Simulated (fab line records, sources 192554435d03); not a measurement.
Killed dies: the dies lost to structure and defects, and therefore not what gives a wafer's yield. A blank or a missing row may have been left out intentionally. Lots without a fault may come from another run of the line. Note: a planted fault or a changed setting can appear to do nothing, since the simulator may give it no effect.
Matching of chambers ; flow n5Finfet ; N5_BEOL_M5_CMP_52 on cmp-04: 4 sister chambers
The step polishes, stops on SiCOH lowk, t overpolish 6.9 s, target thk 62 nm. 4 wafers are shown with their chamber, then 7 later ones without.

## WAFERS WITH THEIR CHAMBER
wafer;chamber;motorCurrentA (A)
L083.2;0;5.5
L085.5;2;6.1
L089.1;3;6.2
L089.3;1;5.8

## WAFERS WITHOUT THEIR CHAMBER
wafer;motorCurrentA (A)
L089.5;6.2
L092.1;5.8
L092.2;6.3
L092.3;6.4
L096.2;5.3
L096.4;6.5
L096.5;5.9

## WHICH CHAMBER EACH WENT THROUGH
wafer;from the rows above;in truth
L089.5;can't be placed: 3 or 2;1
L092.1;can't be placed: 1 or 0 or 2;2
L092.2;can't be placed: 3 or 2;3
L092.3;can't be placed: 3 or 2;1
L096.2;can't be placed: 0 or 1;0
L096.4;can't be placed: 3 or 2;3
L096.5;can't be placed: 1 or 2 or 3 or 0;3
0 of 7 placed correctly. From these rows, 7 cannot be placed; in 5 the true chamber is one of the candidates. Placed wrongly: 0.
How it was worked out, from the rows above alone: a wafer's distance from a chamber is the root of the sum, over the readings, of the square of ((its reading less the chamber's mean) divided by the reading's scatter). If the next closest chamber is less than 2 further off than the closest, the wafer can't be placed; otherwise it belongs to the closest. The mean given for a chamber averages the wafers shown for that chamber. The scatter: root of mean squared gap, hidden wafer to nearest shown wafer, with one shown wafer a chamber.
